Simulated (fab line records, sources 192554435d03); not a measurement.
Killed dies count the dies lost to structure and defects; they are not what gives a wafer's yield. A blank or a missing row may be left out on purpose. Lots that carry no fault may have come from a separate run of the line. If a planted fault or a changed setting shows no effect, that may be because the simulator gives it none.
fab line records    flow n5-finfet
record: lots: 24  wafers: 72  last-day: 17
route steps=1938 shown BEOL_M5@1160 BEOL_M6@1238 BEOL_M7@1266
lots that met no fault: from a run of the same line without faults
start-h: the number of hours between the record's first day and the start of the first shown wafer of the lot    wait-h: how many hours have passed since the lot's step before this one    " the same as in the row above    L1.1+2: a row that stands for several wafers    - no value, or no start was given    * or withheld: withheld    < > ~ a bound
route shown NAME@n: NAME is a module with steps in the file, n the number in the route of the first one    usual: mean and standard deviation over wafers with no fault    same: alike in all rows    chamber/n: place in a boat    sites: each site's reading    _std_site: standard deviation across them    _edge_site: inner sites' mean taken away from outer sites' mean    radius-mm: how far each site lies from the wafer's centre    mask NAME#n: copy n    behind: the tool/chamber that last shaped the wafer    hold: why the lot went on hold/how many hours it stayed there/how the hold came to an end    device: transistor that didn't switch, given as n, p or np    end of line: the same wafers' tests at the end of the route    a step given without rows: its recipe and nothing more    killed: count of dies lost to structure and defects at first sort (not the wafer's yield)    map: shows each die of a wafer: x if killed, . if not, _ if none is there
set.NAME: the setting the step ran with; set.NAME@STEP: the setting that earlier step ran with    model.NAME: the simulator's own value behind a step, which no gauge read
the route's steps for a sample of lots (tables are steps, rows are wafers)
services: from which hour (start-h, from the record's first day; less than 0 if before it) a tool's chamber was out of use, for how many hours, and why
== steps ==
step: N5_BEOL_M5_TRENCH_ETCH_37
recipe: chemistry: C4F6/O2  target-depth-a: 716.52  target: SiCOH_lowk  time-s: 24.7  ion-energy-ev: 250  pressure-mtorr: 30  source-w: 345  bias-w: 185  Ar_flow_sccm: 300  C4F6_flow_sccm: 10  O2_flow_sccm: 10
usual: drypump-motor-current-A: 5.8/0.55  oes-product-au: 0.82/0.066  rf-vpp-V: 668/16  showerhead-plenum-p-Torr: 2.87/0.073  throttle-valve-pct: 20.92/0.3
lot.wafer  tool         chamber  start-h  wait-h  drypump-motor-current-A  oes-product-au  rf-hours-counter-h  rf-vpp-V  showerhead-plenum-p-Torr  throttle-valve-pct
L074.1     rie-diel-01  1        -        -       5.5                      0.86            71                  669       2.87                      20.39
L074.2     "            0        "        "       6.7                      0.87            56                  681       2.99                      20.78
L074.6     "            2        "        "       5.4                      0.93            -                   680       2.81                      20.95
L075.2     rie-diel-01  2        -        -       5.4                      0.94            14                  680       2.81                      20.94
L075.3     "            0        "        "       6.7                      0.86            57                  681       2.99                      20.77
L075.6     "            0        "        "       6.7                      0.86            -                   682       2.99                      20.77
L076.1     rie-diel-05  0        -        -       5.7                      0.81            103                 691       2.98                      20.63
L076.3     "            1        "        "       5.8                      0.73            152                 657       2.74                      21.20
L076.4     "            3        "        "       6.3                      0.80            98                  640       2.88                      21.36
L077.2     rie-diel-01  3        -        -       5.2                      0.86            53                  665       2.89                      21.09
L077.3     "            1        "        "       5.5                      0.86            75                  668       2.87                      20.41
L077.6     "            1        "        "       5.5                      0.87            -                   669       2.87                      20.41
L078.1     rie-diel-05  2        -        -       5.2                      0.74            179                 658       2.84                      20.79
L078.2     "            1        "        "       5.8                      0.73            160                 658       2.73                      21.20
L078.5     "            0        "        "       5.7                      0.79            -                   690       2.98                      20.65
L079.1     rie-diel-04  2        -        -       6.5                      0.73            145                 653       2.77                      21.48
L079.5     "            0        "        "       6.5                      0.68            -                   687       2.92                      21.07
L079.6     "            1        "        "       5.6                      0.76            -                   635       2.87                      20.95
L080.1     rie-diel-05  1        -        -       5.7                      0.74            161                 659       2.73                      21.20
L080.2     "            2        "        "       5.2                      0.74            180                 659       2.84                      20.80
L080.6     "            0        "        "       5.7                      0.79            -                   691       2.98                      20.64
L081.3     rie-diel-01  3        -        -       5.2                      0.85            57                  665       2.89                      21.10
L081.4     "            0        "        "       6.7                      0.84            65                  683       2.98                      20.79
L081.5     "            1        "        "       5.5                      0.86            -                   668       2.87                      20.41
L082.1     rie-diel-05  3        -        -       6.3                      0.79            111                 641       2.88                      21.39
L082.3     "            1        "        "       5.8                      0.72            166                 658       2.73                      21.19
L082.4     "            0        "        "       5.7                      0.77            116                 689       2.98                      20.65
L083.4     rie-diel-05  1        -        -       5.8                      0.72            169                 657       2.73                      21.21
L083.5     "            0        "        "       5.7                      0.77            -                   690       2.98                      20.66
L083.6     "            3        "        "       6.3                      0.79            -                   640       2.88                      21.40
L085.1     rie-diel-05  1        -        -       5.8                      0.71            171                 659       2.73                      21.21
L085.3     "            3        "        "       6.3                      0.79            115                 642       2.87                      21.39
L085.6     "            2        "        "       5.2                      0.72            -                   658       2.83                      20.80
L084.2     rie-diel-01  3        -        -       5.2                      0.84            67                  664       2.88                      21.11
L084.4     "            0        "        "       6.8                      0.84            74                  682       2.98                      20.79
L084.5     "            1        "        "       5.5                      0.84            -                   669       2.86                      20.44
L086.2     rie-diel-05  3        -        -       6.3                      0.79            116                 640       2.87                      21.38
L086.4     "            1        "        "       5.8                      0.73            172                 658       2.73                      21.22
L086.6     "            0        "        "       5.7                      0.77            -                   690       2.97                      20.64
L087.1     rie-diel-01  3        -        -       5.2                      0.84            67                  663       2.88                      21.10
L087.3     "            1        "        "       5.5                      0.85            89                  668       2.86                      20.42
L087.6     "            3        "        "       5.2                      0.84            -                   665       2.88                      21.12
L088.1     rie-diel-01  0        -        -       6.8                      0.83            76                  681       2.98                      20.79
L088.5     "            0        "        "       6.7                      0.83            -                   682       2.98                      20.80
L088.6     "            3        "        "       5.2                      0.84            -                   664       2.88                      21.11
L091.1     rie-diel-01  2        -        -       5.3                      0.87            44                  679       2.79                      20.99
L091.2     "            0        "        "       6.7                      0.82            85                  680       2.98                      20.80
L091.4     "            1        "        "       5.5                      0.84            100                 668       2.86                      20.45
L090.2     rie-diel-01  3        -        -       5.2                      0.82            79                  664       2.88                      21.14
L090.5     "            1        "        "       5.5                      0.83            -                   668       2.86                      20.44
L090.6     "            0        "        "       6.7                      0.83            -                   679       2.98                      20.80
L089.3     rie-diel-05  3        -        -       6.3                      0.77            128                 642       2.87                      21.44
L089.4     "            0        "        "       5.7                      0.76            134                 691       2.97                      20.68
L089.5     "            3        "        "       6.3                      0.78            -                   641       2.87                      21.43
L093.3     rie-diel-04  2        -        -       6.5                      0.73            174                 653       2.76                      21.50
L093.4     "            1        "        "       5.6                      0.74            151                 636       2.86                      20.99
L093.5     "            1        "        "       5.6                      0.74            -                   635       2.86                      21.01
L092.2     rie-diel-01  0        -        -       6.7                      0.83            86                  681       2.97                      20.82
L092.3     "            2        "        "       5.4                      0.87            46                  679       2.79                      21.00
L092.4     "            3        "        "       5.2                      0.83            -                   663       2.88                      21.15
L094.2     rie-diel-01  2        -        -       5.3                      0.86            50                  677       2.79                      21.00
L094.3     "            0        "        "       6.7                      0.82            91                  681       2.97                      20.82
L094.5     "            3        "        "       5.2                      0.82            -                   664       2.88                      21.14
L095.4     rie-diel-04  1        -        -       5.6                      0.73            158                 635       2.85                      21.00
L095.5     "            1        "        "       5.6                      0.74            -                   634       2.85                      21.02
L095.6     "            0        "        "       6.5                      0.93            -                   688       2.90                      20.77
L096.2     rie-diel-04  0        -        -       6.5                      0.94            14                  687       2.90                      20.79
L096.3     "            1        "        "       5.6                      0.73            159                 635       2.85                      21.00
L096.6     "            0        "        "       6.5                      0.94            -                   689       2.90                      20.77
L097.1     rie-diel-01  1        -        -       5.5                      0.83            108                 668       2.86                      20.46
L097.3     "            0        "        "       6.8                      0.81            95                  682       2.97                      20.82
L097.4     "            3        "        "       5.2                      0.81            89                  662       2.88                      21.16
step: N5_BEOL_M6_STRIP_36
recipe: chemistry: N2/H2  power-w: 450  temp-c: 40  pressure-mtorr: 20  rf-frequency-hz: 6e+07  overash-fraction: 0.3  bias-power-w: 7  h2-frac: 0.5  n2-flow-sccm: 200  h2-flow-sccm: 200
usual: drypump-motor-current-A: 5.7/0.43  oes-product-au: 0.83/0.061  rf-vpp-V: 59.2/1.5  showerhead-plenum-p-Torr: 2.58/0.087  temp-c: 40.01/0.12  throttle-valve-pct: 23.6/0.37
lot.wafer  tool         chamber  start-h  wait-h  drypump-motor-current-A  oes-product-au  rf-hours-counter-h  rf-vpp-V  showerhead-plenum-p-Torr  temp-c  throttle-valve-pct
L075.2     rie-diel-02  0        187.50   0.0     6.5                      0.94            28                  59.8      2.49                      40.08   24.1
L075.3     "            2        "        "       5.6                      0.67            246                 57.3      2.49                      40.29   23.8
L075.6     "            0        "        "       6.4                      0.94            -                   57.8      2.49                      40.05   24.1
L074.1     rie-diel-03  0        187.54   0.0     6.2                      0.83            99                  58.8      2.56                      40.09   24.2
L074.2     "            3        "        "       5.6                      0.84            57                  61.2      2.58                      39.97   23.8
L074.6     "            0        "        "       6.1                      0.81            -                   61.0      2.56                      40.01   24.2
L076.1     rie-diel-02  2        192.94   0.0     5.6                      0.69            249                 61.1      2.48                      39.96   23.8
L076.3     "            3        "        "       4.9                      0.80            90                  59.8      2.57                      40.08   23.4
L076.4     "            2        "        "       5.6                      0.66            -                   58.8      2.48                      39.90   23.9
L077.2     rie-diel-03  1        212.80   0.0     5.7                      0.92            25                  59.7      2.69                      40.03   23.1
L077.3     "            3        "        "       5.6                      0.83            65                  58.8      2.58                      40.01   23.8
L077.6     "            0        "        "       6.2                      0.82            -                   59.3      2.55                      40.08   24.2
L078.1     rie-diel-06  2        216.66   0.0     5.1                      0.87            46                  58.9      2.59                      40.14   23.4
L078.2     "            1        "        "       6.1                      0.76            117                 56.4      2.43                      40.12   23.3
L078.5     "            1        "        "       6.1                      0.76            -                   58.4      2.43                      40.04   23.4
L079.1     rie-diel-03  1        221.47   0.0     5.6                      0.89            29                  60.1      2.69                      39.99   23.0
L079.5     "            2        "        "       5.5                      0.87            -                   58.8      2.70                      40.21   24.2
L079.6     "            3        "        "       5.7                      0.82            -                   61.9      2.58                      40.04   23.8
L080.1     rie-diel-03  2        224.87   0.0     5.5                      0.86            52                  59.4      2.70                      40.21   24.2
L080.2     "            3        "        "       5.6                      0.83            69                  60.1      2.58                      40.01   23.8
L080.6     "            3        "        "       5.6                      0.83            -                   56.9      2.58                      39.77   23.8
L081.3     rie-diel-02  1        226.83   0.0     5.7                      0.97            3                   60.8      2.59                      39.91   23.2
L081.4     "            1        "        "       5.7                      0.96            -                   61.7      2.59                      39.74   23.2
L081.5     "            0        "        "       6.4                      0.89            -                   59.3      2.48                      40.14   24.1
L082.1     rie-diel-03  1        240.67   0.0     5.7                      0.87            35                  60.3      2.68                      39.85   23.1
L082.3     "            0        "        "       6.1                      0.80            118                 58.6      2.55                      40.11   24.2
L082.4     "            2        "        "       5.5                      0.84            57                  58.8      2.70                      39.99   24.2
L083.4     rie-diel-06  1        252.23   0.0     6.1                      0.77            128                 57.4      2.42                      40.13   23.4
L083.5     "            3        "        "       5.8                      0.81            -                   57.5      2.66                      39.87   23.4
L083.6     "            0        "        "       6.2                      0.81            -                   58.8      2.69                      39.84   23.4
L085.1     rie-diel-03  3        255.20   0.0     5.7                      0.80            79                  61.0      2.57                      40.14   23.8
L085.3     "            2        "        "       5.5                      0.85            61                  60.1      2.70                      40.15   24.2
L085.6     "            1        "        "       5.6                      0.88            -                   61.8      2.68                      39.86   23.1
L084.2     rie-diel-06  0        258.45   0.0     6.2                      0.82            83                  57.6      2.69                      40.08   23.4
L084.4     "            1        "        "       6.1                      0.75            130                 55.5      2.42                      40.04   23.3
L084.5     "            1        "        "       6.1                      0.76            -                   60.7      2.42                      40.04   23.4
L086.2     rie-diel-02  1        258.73   0.0     5.7                      0.93            14                  60.0      2.59                      39.92   23.2
L086.4     "            3        "        "       4.9                      0.78            119                 60.7      2.56                      39.94   23.4
L086.6     "            1        "        "       5.7                      0.94            -                   57.8      2.58                      39.91   23.2
L087.1     rie-diel-03  0        260.66   0.0     6.1                      0.80            125                 62.6      2.54                      39.96   24.2
L087.3     "            2        "        "       5.5                      0.86            63                  61.7      2.70                      40.03   24.2
L087.6     "            3        "        "       5.6                      0.81            -                   58.1      2.57                      39.92   23.8
L088.1     rie-diel-03  1        264.70   0.0     5.7                      0.87            44                  62.0      2.68                      40.08   23.1
L088.5     "            0        "        "       6.1                      0.79            -                   60.6      2.55                      39.93   24.2
L088.6     "            1        "        "       5.6                      0.86            -                   60.1      2.68                      39.87   23.1
L091.1     rie-diel-06  0        292.09   0.0     6.1                      0.81            95                  59.5      2.68                      39.89   23.5
L091.2     "            1        "        "       6.1                      0.75            140                 57.7      2.42                      40.03   23.4
L091.4     "            2        "        "       5.1                      0.82            69                  60.0      2.58                      40.41   23.4
L090.2     rie-diel-02  0        294.85   0.0     6.5                      0.87            71                  58.9      2.47                      40.11   24.2
L090.5     "            2        "        "       5.6                      0.95            -                   58.2      2.47                      40.02   23.5
L090.6     "            1        "        "       5.7                      0.90            -                   59.0      2.58                      39.87   23.2
L089.3     rie-diel-06  1        295.85   0.0     6.1                      0.75            142                 59.0      2.42                      40.19   23.4
L089.4     "            3        "        "       5.8                      0.80            113                 57.4      2.66                      40.04   23.4
L089.5     "            3        "        "       5.8                      0.79            -                   55.8      2.66                      40.03   23.4
L093.3     rie-diel-06  2        300.00   0.0     5.1                      0.82            72                  60.7      2.57                      40.22   23.5
L093.4     "            3        "        "       5.8                      0.80            115                 58.7      2.66                      39.93   23.4
L093.5     "            2        "        "       5.1                      0.81            -                   59.9      2.58                      40.18   23.4
L092.2     rie-diel-06  0        303.28   0.0     6.1                      0.80            100                 60.0      2.68                      39.94   23.4
L092.3     "            3        "        "       5.8                      0.79            117                 59.8      2.66                      40.12   23.4
L092.4     "            2        "        "       5.1                      0.83            74                  60.5      2.58                      39.81   23.5
L094.2     rie-diel-02  3        316.49   0.0     4.9                      0.76            139                 58.0      2.55                      39.90   23.5
L094.3     "            2        "        "       5.6                      0.93            25                  60.2      2.47                      39.81   23.4
L094.5     "            0        "        "       6.5                      0.86            -                   59.7      2.47                      39.95   24.2
L095.4     rie-diel-02  1        319.46   0.0     5.7                      0.89            35                  59.6      2.58                      39.84   23.2
L095.5     "            0        "        "       6.5                      0.86            -                   59.6      2.47                      40.10   24.2
L095.6     "            3        "        "       4.9                      0.75            -                   57.7      2.55                      39.89   23.5
L096.2     rie-diel-06  1        322.88   0.0     6.1                      0.73            151                 58.1      2.42                      39.92   23.4
L096.3     "            3        "        "       5.8                      0.80            123                 56.2      2.65                      39.99   23.4
L096.6     "            0        "        "       6.2                      0.79            -                   59.6      2.68                      39.89   23.5
L097.1     rie-diel-06  0        326.87   0.0     6.1                      0.79            107                 61.6      2.68                      39.92   23.5
L097.3     "            1        "        "       6.1                      0.73            152                 59.1      2.41                      39.88   23.4
L097.4     "            2        "        "       5.1                      0.81            81                  59.7      2.57                      39.99   23.4
step: N5_BEOL_M6_ANNEAL_51
recipe: temp-c: 225  time-s: 90  ambient: N2
usual: wafer_temp_C_max: 225.83/0.27
lot.wafer  tool           chamber  start-h  wait-h  wafer_temp_C_max
L074.1     rtp-anneal-01  0        190.08   0.5     226.19
L074.2     "              0        "        "       226.07
L074.6     "              0        "        "       225.96
L075.2     rtp-anneal-02  0        190.09   0.6     226.09
L075.3     "              0        "        "       225.71
L075.6     "              0        "        "       226.05
L076.1     rtp-anneal-02  0        195.83   0.1     225.39
L076.3     "              0        "        "       225.60
L076.4     "              0        "        "       225.57
L077.2     rtp-anneal-01  0        214.94   0.3     225.63
L077.3     "              0        "        "       225.98
L077.6     "              0        "        "       225.82
L078.1     rtp-anneal-01  0        219.17   0.1     225.68
L078.2     "              0        "        "       225.97
L078.5     "              0        "        "       226.21
L079.1     rtp-anneal-01  0        224.68   0.1     226.13
L079.5     "              0        "        "       226.05
L079.6     "              0        "        "       226.15
L080.1     rtp-anneal-02  0        227.33   0.2     225.64
L080.2     "              0        "        "       225.53
L080.6     "              0        "        "       225.38
L081.3     rtp-anneal-01  0        229.32   0.1     225.60
L081.4     "              0        "        "       225.99
L081.5     "              0        "        "       225.81
L082.1     rtp-anneal-02  0        242.56   0.1     225.74
L082.3     "              0        "        "       225.38
L082.4     "              0        "        "       225.55
L083.4     rtp-anneal-01  0        255.75   0.2     225.72
L083.5     "              0        "        "       226.09
L083.6     "              0        "        "       225.97
L085.1     rtp-anneal-01  0        258.92   0.2     226.03
L085.3     "              0        "        "       225.72
L085.6     "              0        "        "       225.67
L084.2     rtp-anneal-02  0        260.35   0.2     225.69
L084.4     "              0        "        "       225.53
L084.5     "              0        "        "       226.11
L086.2     rtp-anneal-02  0        261.06   0.1     225.87
L086.4     "              0        "        "       225.57
L086.6     "              0        "        "       225.68
L087.1     rtp-anneal-01  0        262.92   0.5     225.98
L087.3     "              0        "        "       225.96
L087.6     "              0        "        "       226.18
L088.1     rtp-anneal-01  0        267.04   0.6     225.88
L088.5     "              0        "        "       225.87
L088.6     "              0        "        "       226.11
L091.1     rtp-anneal-02  0        294.19   0.1     225.25
L091.2     "              0        "        "       225.68
L091.4     "              0        "        "       225.42
L090.2     rtp-anneal-01  0        297.02   0.1     225.56
L090.5     "              0        "        "       226.03
L090.6     "              0        "        "       225.78
L089.3     rtp-anneal-02  0        299.53   0.3     225.41
L089.4     "              0        "        "       226.03
L089.5     "              0        "        "       225.78
L093.3     rtp-anneal-01  0        302.30   0.7     225.75
L093.4     "              0        "        "       225.87
L093.5     "              0        "        "       226.09
L092.2     rtp-anneal-02  0        305.42   0.6     225.93
L092.3     "              0        "        "       225.92
L092.4     "              0        "        "       226.27
L094.2     rtp-anneal-01  0        319.47   0.6     226.13
L094.3     "              0        "        "       226.00
L094.5     "              0        "        "       226.52
L095.4     rtp-anneal-01  0        321.70   0.2     225.93
L095.5     "              0        "        "       225.49
L095.6     "              0        "        "       225.89
L096.2     rtp-anneal-01  0        326.28   0.3     226.17
L096.3     "              0        "        "       225.99
L096.6     "              0        "        "       226.56
L097.1     rtp-anneal-02  0        329.09   0.1     225.78
L097.3     "              0        "        "       225.55
L097.4     "              0        "        "       225.89
step: N5_BEOL_M6_THK_MEAS_53
recipe: thk-meas-gauge: xrf  reads: Cu_of_BEOL_M6_ECD_50
usual: M6_THK: 84.3/2.3
lot.wafer  tool           chamber  start-h  wait-h  M6_THK[nm]
L075.2     film-metro-02  -        190.63   -       86.7
L075.3     "              -        "        "       82.9
L075.6     "              -        "        "       84.4
L074.1     film-metro-02  -        190.67   -       82.7
L074.2     "              -        "        "       84.7
L074.6     "              -        "        "       80.4
L076.1     film-metro-02  -        196.43   -       81.2
L076.3     "              -        "        "       82.9
L076.4     "              -        "        "       82.6
L077.2     film-metro-01  -        215.49   -       85.6
L077.3     "              -        "        "       86.6
L077.6     "              -        "        "       82.3
L078.1     film-metro-01  -        219.76   -       86.6
L078.2     "              -        "        "       83.3
L078.5     "              -        "        "       83.5
L079.1     film-metro-01  -        225.27   -       83.6
L079.5     "              -        "        "       84.4
L079.6     "              -        "        "       84.9
L080.1     film-metro-01  -        227.94   -       83.5
L080.2     "              -        "        "       85.3
L080.6     "              -        "        "       85.5
L081.3     film-metro-01  -        229.82   -       90.0
L081.4     "              -        "        "       89.8
L081.5     "              -        "        "       86.9
L082.1     film-metro-02  -        243.15   -       85.0
L082.3     "              -        "        "       81.9
L082.4     "              -        "        "       84.2
L083.4     film-metro-01  -        256.28   -       82.1
L083.5     "              -        "        "       85.7
L083.6     "              -        "        "       81.6
L085.1     film-metro-01  -        259.52   -       81.7
L085.3     "              -        "        "       83.3
L085.6     "              -        "        "       83.4
L084.2     film-metro-01  -        260.90   -       81.3
L084.4     "              -        "        "       83.0
L084.5     "              -        "        "       82.2
L086.2     film-metro-01  -        261.61   -       81.9
L086.4     "              -        "        "       82.7
L086.6     "              -        "        "       83.3
L087.1     film-metro-02  -        263.62   -       81.8
L087.3     "              -        "        "       86.2
L087.6     "              -        "        "       83.6
L088.1     film-metro-02  -        267.63   -       85.5
L088.5     "              -        "        "       80.7
L088.6     "              -        "        "       85.4
L091.1     film-metro-01  -        294.78   -       83.8
L091.2     "              -        "        "       86.5
L091.4     "              -        "        "       86.3
L090.2     film-metro-01  -        297.56   -       84.3
L090.5     "              -        "        "       88.7
L090.6     "              -        "        "       84.3
L089.3     film-metro-02  -        300.05   -       81.8
L089.4     "              -        "        "       88.5
L089.5     "              -        "        "       86.6
L093.3     film-metro-01  -        302.82   -       83.9
L093.4     "              -        "        "       87.0
L093.5     "              -        "        "       83.5
L092.2     film-metro-02  -        305.97   -       82.9
L092.3     "              -        "        "       89.0
L092.4     "              -        "        "       87.0
L094.2     film-metro-02  -        320.03   -       81.6
L094.3     "              -        "        "       86.8
L094.5     "              -        "        "       84.1
L095.4     film-metro-02  -        322.15   -       82.7
L095.5     "              -        "        "       82.2
L095.6     "              -        "        "       81.7
L096.2     film-metro-01  -        326.83   -       82.3
L096.3     "              -        "        "       89.4
L096.6     "              -        "        "       83.8
L097.1     film-metro-02  -        329.70   -       83.8
L097.3     "              -        "        "       84.6
L097.4     "              -        "        "       85.7
step: N5_BEOL_M6_INSPECT_58
recipe: inspect-instrument: darkfield  mode: post-dep
usual: raw-defect-count: 64/21
lot.wafer  tool               chamber  start-h  wait-h  raw-defect-count
L075.2     defect-inspect-02  -        191.08   0.0     74
L075.3     "                  -        "        "       75
L075.6     "                  -        "        "       63
L074.1     defect-inspect-01  -        191.09   0.0     49
L074.2     "                  -        "        "       60
L074.6     "                  -        "        "       66
L076.1     defect-inspect-01  -        196.59   0.0     105
L076.3     "                  -        "        "       77
L076.4     "                  -        "        "       91
L077.2     defect-inspect-02  -        215.64   0.0     67
L077.3     "                  -        "        "       66
L077.6     "                  -        "        "       53
L078.1     defect-inspect-02  -        219.92   0.0     55
L078.2     "                  -        "        "       89
L078.5     "                  -        "        "       97
L079.1     defect-inspect-01  -        225.43   0.0     31
L079.5     "                  -        "        "       49
L079.6     "                  -        "        "       43
L080.1     defect-inspect-02  -        228.09   0.0     113
L080.2     "                  -        "        "       57
L080.6     "                  -        "        "       80
L081.3     defect-inspect-02  -        229.98   0.0     47
L081.4     "                  -        "        "       52
L081.5     "                  -        "        "       44
L082.1     defect-inspect-02  -        243.30   0.0     102
L082.3     "                  -        "        "       80
L082.4     "                  -        "        "       120
L083.4     defect-inspect-02  -        256.44   0.0     52
L083.5     "                  -        "        "       57
L083.6     "                  -        "        "       51
L085.1     defect-inspect-02  -        259.71   0.0     69
L085.3     "                  -        "        "       48
L085.6     "                  -        "        "       73
L084.2     defect-inspect-01  -        261.09   0.0     41
L084.4     "                  -        "        "       65
L084.5     "                  -        "        "       69
L086.2     defect-inspect-01  -        261.80   0.0     50
L086.4     "                  -        "        "       43
L086.6     "                  -        "        "       67
L087.1     defect-inspect-01  -        263.78   0.0     55
L087.3     "                  -        "        "       75
L087.6     "                  -        "        "       81
L088.1     defect-inspect-02  -        267.79   0.0     43
L088.5     "                  -        "        "       57
L088.6     "                  -        "        "       40
L091.1     defect-inspect-01  -        294.94   0.0     29
L091.2     "                  -        "        "       42
L091.4     "                  -        "        "       45
L090.2     defect-inspect-01  -        297.72   0.0     67
L090.5     "                  -        "        "       55
L090.6     "                  -        "        "       37
L089.3     defect-inspect-01  -        300.21   0.0     39
L089.4     "                  -        "        "       67
L089.5     "                  -        "        "       46
L093.3     defect-inspect-01  -        302.98   0.0     102
L093.4     "                  -        "        "       57
L093.5     "                  -        "        "       48
L092.2     defect-inspect-01  -        306.13   0.0     29
L092.3     "                  -        "        "       62
L092.4     "                  -        "        "       56
L094.2     defect-inspect-01  -        320.19   0.0     39
L094.3     "                  -        "        "       43
L094.5     "                  -        "        "       71
L095.4     defect-inspect-01  -        322.31   0.0     102
L095.5     "                  -        "        "       82
L095.6     "                  -        "        "       93
L096.2     defect-inspect-02  -        326.99   0.0     131
L096.3     "                  -        "        "       99
L096.6     "                  -        "        "       89
L097.1     defect-inspect-02  -        329.87   0.0     38
L097.3     "                  -        "        "       36
L097.4     "                  -        "        "       61
step: N5_BEOL_M7_PECVD_70
recipe: material: SiO2  target-thk-a: 200  temp-c: 400  precursor: TEOS/O2  pressure-torr: 5.5  rf-w: 450  teos-flow-sccm: 53.8  gas: O2  flow-sccm: 3000  time-s: 22.7
usual: heater-power-w: 716/120  showerhead-plenum-p-Torr: 8.78/0.04  susceptor-temp-C: 399.99/0.19  throttle-valve-pct: 22.0/1.1
lot.wafer  tool      chamber  start-h  wait-h  heater-power-w  showerhead-plenum-p-Torr  susceptor-temp-C  throttle-valve-pct
L075.2     pecvd-03  2        191.73   0.0     666             8.88                      399.94            21.0
L075.3     "         0        "        "       767             8.78                      400.37            23.2
L075.6     "         1        "        "       863             8.81                      400.05            23.0
L074.1     pecvd-01  1        191.74   0.0     582             8.78                      399.92            23.2
L074.2     "         0        "        "       935             8.79                      399.83            20.4
L074.6     "         2        "        "       711             8.79                      399.83            21.1
L076.1     pecvd-01  1        197.24   0.0     557             8.80                      399.71            23.3
L076.3     "         2        "        "       784             8.81                      399.99            20.5
L076.4     "         0        "        "       953             8.78                      400.01            20.6
L077.2     pecvd-04  1        216.52   0.0     618             8.76                      400.12            22.4
L077.3     "         0        "        "       634             8.74                      400.22            22.4
L077.6     "         0        "        "       630             8.71                      400.01            22.4
L078.1     pecvd-01  2        221.07   0.0     682             8.81                      399.80            20.9
L078.2     "         0        "        "       861             8.77                      400.01            20.4
L078.5     "         2        "        "       692             8.81                      399.70            20.7
L079.1     pecvd-01  0        226.11   0.0     878             8.79                      399.70            20.5
L079.5     "         1        "        "       583             8.78                      400.24            23.1
L079.6     "         0        "        "       879             8.78                      399.90            20.5
L080.1     pecvd-01  1        228.74   0.0     505             8.80                      400.00            23.3
L080.2     "         0        "        "       820             8.80                      399.44            20.5
L080.6     "         2        "        "       759             8.80                      400.31            20.9
L081.3     pecvd-01  2        230.63   0.0     830             8.78                      399.61            20.7
L081.4     "         0        "        "       973             8.79                      399.72            20.5
L081.5     "         2        "        "       806             8.80                      399.68            20.9
L082.1     pecvd-03  2        244.24   0.0     628             8.88                      400.13            20.9
L082.3     "         0        "        "       717             8.75                      400.03            23.2
L082.4     "         2        "        "       635             8.87                      400.07            20.7
L083.4     pecvd-04  0        257.10   0.1     704             8.74                      399.52            22.0
L083.5     "         0        "        "       723             8.73                      399.89            22.4
L083.6     "         1        "        "       579             8.74                      400.14            22.7
L085.1     pecvd-04  0        260.38   0.0     683             8.71                      400.01            22.2
L085.3     "         1        "        "       647             8.75                      400.03            22.9
L085.6     "         1        "        "       635             8.77                      400.20            22.6
L084.2     pecvd-03  2        261.74   0.0     667             8.88                      400.10            20.9
L084.4     "         2        "        "       672             8.88                      399.79            21.5
L084.5     "         1        "        "       813             8.81                      400.27            22.9
L086.2     pecvd-04  0        262.59   0.0     773             8.72                      399.97            22.4
L086.4     "         1        "        "       642             8.74                      399.83            22.6
L086.6     "         1        "        "       640             8.73                      400.05            22.4
L087.1     pecvd-04  1        264.43   0.0     629             8.74                      400.23            23.0
L087.3     "         0        "        "       746             8.74                      400.07            22.3
L087.6     "         1        "        "       622             8.75                      400.36            22.6
L088.1     pecvd-03  0        268.44   0.0     749             8.77                      399.91            23.3
L088.5     "         1        "        "       832             8.81                      400.12            22.9
L088.6     "         0        "        "       769             8.77                      399.89            23.3
L091.1     pecvd-01  0        295.59   0.0     944             8.82                      399.79            20.6
L091.2     "         1        "        "       552             8.80                      400.03            23.2
L091.4     "         1        "        "       563             8.79                      400.07            23.3
L090.2     pecvd-01  2        298.37   0.0     743             8.79                      399.92            21.0
L090.5     "         1        "        "       478             8.78                      399.61            23.5
L090.6     "         2        "        "       740             8.78                      399.76            21.0
L089.3     pecvd-03  0        300.86   0.0     752             8.75                      399.84            23.4
L089.4     "         2        "        "       689             8.87                      400.13            20.9
L089.5     "         0        "        "       762             8.77                      399.87            23.4
L093.3     pecvd-01  0        303.63   0.0     928             8.79                      399.97            20.8
L093.4     "         2        "        "       793             8.79                      399.89            21.0
L093.5     "         0        "        "       926             8.81                      400.15            20.9
L092.2     pecvd-04  2        306.78   0.0     592             8.79                      399.90            20.6
L092.3     "         0        "        "       646             8.73                      400.02            22.0
L092.4     "         2        "        "       595             8.81                      400.05            20.7
L094.2     pecvd-03  2        320.84   0.0     693             8.88                      399.87            20.8
L094.3     "         1        "        "       747             8.82                      399.89            23.0
L094.5     "         0        "        "       722             8.76                      400.14            23.3
L095.4     pecvd-04  0        322.98   0.1     745             8.72                      399.62            22.3
L095.5     "         2        "        "       586             8.80                      400.12            20.4
L095.6     "         1        "        "       665             8.75                      400.07            22.8
L096.2     pecvd-01  1        327.64   0.0     567             8.78                      400.08            23.0
L096.3     "         0        "        "       985             8.80                      399.87            20.5
L096.6     "         2        "        "       788             8.79                      400.04            21.1
L097.1     pecvd-04  1        330.55   0.0     606             8.77                      399.87            22.9
L097.3     "         0        "        "       705             8.73                      400.20            22.2
L097.4     "         1        "        "       606             8.77                      399.87            22.7
== services ==
tool           chamber  start-h  hours  kind
pecvd-01       -        158.67   0.7    repair
rie-diel-02    2        177.14   9.3    repair
rie-diel-02    1        178.63   14.1   repair
rie-diel-03    1        186.86   6.5    repair
pecvd-04       -        186.89   6.0    pm
pecvd-03       -        194.16   6.6    repair
pecvd-04       1        198.86   14.1   repair
rie-diel-03    1        202.38   5.7    repair
rie-diel-01    -        206.39   0.5    repair
rie-diel-03    -        207.12   0.4    repair
pecvd-04       2        217.99   6.7    repair
pecvd-01       1        218.87   5.0    scheduled-down
rie-diel-02    2        220.79   6.6    repair
rie-diel-02    3        222.10   1.4    repair
rtp-anneal-02  -        236.21   4.7    pm
rie-diel-03    2        246.73   2.6    repair
pecvd-03       -        257.52   0.3    repair
rie-diel-01    1        286.80   6.7    repair
rie-diel-05    0        300.39   21.1   repair
rie-diel-05    2        303.66   4.9    repair
rie-diel-06    -        307.32   2.8    pm
pecvd-01       -        318.31   6.0    pm
rie-diel-02    -        329.88   24.2   repair
pecvd-03       0        330.27   10.9   repair
== key ==
fault none
